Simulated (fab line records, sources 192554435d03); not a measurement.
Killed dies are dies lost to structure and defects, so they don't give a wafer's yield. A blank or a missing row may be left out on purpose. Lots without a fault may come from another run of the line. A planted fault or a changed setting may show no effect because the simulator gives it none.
One fault seen from 2 desks | flow n5_finfet | each desk has only its own numbers; what lay behind them comes last

THE METROLOGY DESK
What the gauges read, lot by lot, whatever tool the lot ran on: means of the sampled wafers that have a number. A lot is out of limits, marked OUT, if its mean lies more than 4 standard deviations from the usual mean; the brackets give that distance. Of its 15 readings 7 are shown: the one that was out of limits first, and those that lie furthest out on some lot.
Columns: A = IOFF_P at N5_BEOL_M4_RC_MEAS_101, usual 0.21 nA/um; B = IOFF_P_85C at N5_BEOL_M4_RC_MEAS_101, usual 3.6 nA/um; C = IOFF_P_LIN at N5_BEOL_M4_RC_MEAS_101, usual 0.097 nA/um; D = ION_P at N5_BEOL_M4_RC_MEAS_101, usual 462 uA/um; E = VT_P at N5_BEOL_M4_RC_MEAS_101, usual -251 mV; F = VT_P_LONG at N5_BEOL_M4_RC_MEAS_101, usual -276.7 mV; G = VT_P_LVT at N5_BEOL_M4_RC_MEAS_101, usual -98.7 mV
lot  | first seen here | A    | B   | C     | D              | E               | F                 | G
L190 | day 10 21:26    | 0.14 | 2.6 | 0.068 | 439            | -269 (-6.1) OUT | -295.7 (-6.8) OUT | -114.8 (-5.7) OUT
L189 | day 10 22:13    | 0.22 | 3.8 | 0.105 | 464            | -249            | -273.7            | -98.2
L193 | day 12 10:42    | 0.12 | 2.2 | 0.059 | 429 (-4.7) OUT | -270 (-6.2) OUT | -292.2 (-5.5) OUT | -117.7 (-6.8) OUT
L200 | day 13 19:06    | 0.15 | 2.8 | 0.075 | 456            | -257            | -280.5            | -103.8
This desk's finding: out of limits on L190, L193; first on L190, day 10 21:26 (VT_P at N5_BEOL_M4_RC_MEAS_101). In limits: L189, L200.

THE TOOL OWNER'S DESK: ald_metal-01
The tool's own readings at N5_HKMG_FIN_PWFM_ALD_03 (deposits TiN, target thk 2 nm, pulse time 1 s, purge time 3 s): means of the sampled wafers that have a number, for each lot that ran on this tool. A lot is out of limits, marked OUT, if its mean lies more than 4 standard deviations from the usual mean; the brackets give that distance.
Columns: A = heater_power_w at N5_HKMG_FIN_PWFM_ALD_03, usual 918 W; B = precursor_pulse_height_rel at N5_HKMG_FIN_PWFM_ALD_03, usual 1.002
lot  | first seen here | A    | B
L189 | day 5 21:47     | 919  | 1.006
L190 | day 6 05:27     | 878  | 1.014
L193 | day 6 22:39     | 1100 | 0.992
This desk's finding: nothing out of limits on any of the 3 lots.

PUT TOGETHER
The metrology desk could have raised an alarm at day 10 21:26, on L190, L193.
The tool owner's desk saw nothing out of limits.
The tool owner's desk has L190, L193 on record, within its limits.
Of the lots named, all ran N5_HKMG_FIN_PWFM_ALD_03 on ald_metal-01.

WHAT THE SIMULATOR HAD PUT IN
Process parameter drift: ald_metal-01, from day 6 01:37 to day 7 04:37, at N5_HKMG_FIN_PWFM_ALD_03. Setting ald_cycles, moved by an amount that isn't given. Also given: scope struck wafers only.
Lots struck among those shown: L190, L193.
Hours from the fault's start to each desk's first reading out of limits: the metrology desk, 116.
